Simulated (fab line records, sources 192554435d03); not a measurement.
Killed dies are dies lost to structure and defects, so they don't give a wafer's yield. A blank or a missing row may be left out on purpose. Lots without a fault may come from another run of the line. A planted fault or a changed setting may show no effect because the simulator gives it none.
Problem report in the 8D (eight disciplines) form, filled by code | flow n5_finfet | the parts of the form that need people (team, actions taken, sign-off) are left out

1. THE PROBLEM
raw_defect_count at N5_BEOL_M10_INSPECT_30 reads a mean of 1067 on 3 wafers of 2 lots; wafers without a fault read 421 with a standard deviation of 87. That is +7.4 standard deviations from the usual mean.
The step: inspects for defects (brightfield).
First seen on wafer L117.4, day 13 07:13, on defect_inspect-01. The record holds 12 wafers of 4 lots with a number at this step. Rule for "out", or "out of limits": more than 4 standard deviations from the usual mean. The other wafers with a number count as sound.

2. WHAT IT IS AND WHAT IT IS NOT
question                    | is                                   | is not
which readings at this step | raw_defect_count                     | -
which lots                  | L117, L119                           | L111, L125
which wafers of those lots  | L117.4, L119.2, L119.6               | L117.3, L117.5, L119.3
read on which gauges        | defect_inspect-01, defect_inspect-02 | -
when                        | from day 13 07:13                    | up to then (5 sound wafers); but 4 sound wafers of L119, L125 came after

3. SUSPECTS, AND WHAT RULES EACH OUT
Counting: a tool at a process step up to the reading stays a suspect if it ran every lot that is out. Sound lots after the first of them don't rule it out here, since some wafers of a struck lot are sound.
- the gauge at N5_BEOL_M10_INSPECT_30: ruled out. The wafers that are out were read on 2 gauges (defect_inspect-01, defect_inspect-02).
- rie_diel-02 at N5_BEOL_M10_ETCH_62 (etches SOC in N2/H2, target depth 110 nm, overetch 22 nm, time 165 s): kept. It ran every lot that is out, first L117 (day 13 06:23); its last sound lot up to then is L111 (day 11 16:18).
- Within rie_diel-02 at N5_BEOL_M10_ETCH_62: the wafers that are out ran in chamber 0; their sound lot-mates ran in chambers 1, 3.
Left after counting: rie_diel-02 at N5_BEOL_M10_ETCH_62.

4. THE CAUSE (what the simulator had put in)
Chamber particle source: rie_diel-02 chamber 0, from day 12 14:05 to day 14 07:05, at N5_BEOL_M10_ETCH_62. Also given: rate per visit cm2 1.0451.
Counting left only this tool.

5. THE CHAIN OF EFFECTS, in route order
Each row: a reading whose mean over the struck wafers that have a number lies more than 3 standard deviations from the usual. Only readings for which the record gives a usual standard deviation are gone through. hours: the time from each lot's start at the first step in this table that gives one to its start at this step, as a median over the lots. sigmas: the change in usual standard deviations.
hours | step                    | reading              | usual  | on struck wafers | change | sigmas
0     | N5_BEOL_M10_INSPECT_30  | raw_defect_count     | 421    | 1067             | +646   | +7.4
57    | N5_PASSIVATION_PROBE_49 | defect_limited_yield | 91.0 % | 86.3             | -4.7   | -3.4
57    | N5_PASSIVATION_PROBE_49 | killed_at_M4_up      | 13     | 83               | +70    | +12
57    | N5_PASSIVATION_PROBE_49 | killed_dies          | 107    | 161              | +54    | +3.2
57    | N5_PASSIVATION_PROBE_49 | sort_n_pass          | 1073   | 1019             | -54    | -3.2
57    | N5_PASSIVATION_PROBE_49 | sort_yield_pct       | 90.9 % | 86.3             | -4.6   | -3.3
The process steps in it:
- N5_PASSIVATION_PROBE_49

6. WHAT WOULD HAVE CAUGHT IT SOONER
In this record the first reading out of limits at a measuring or inspecting step was taken at day 13 07:13, 17 hours after the fault began at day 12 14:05.
Of the tool readings at N5_BEOL_M10_ETCH_62 for which the record gives a usual standard deviation, none was out on any struck wafer, so an alarm limit of 4 standard deviations on them would not have fired.
Of the lots that are out (2), L119 began N5_BEOL_M10_ETCH_62 on rie_diel-02 after day 13 07:13. A hold on the tool at that time would have spared it.
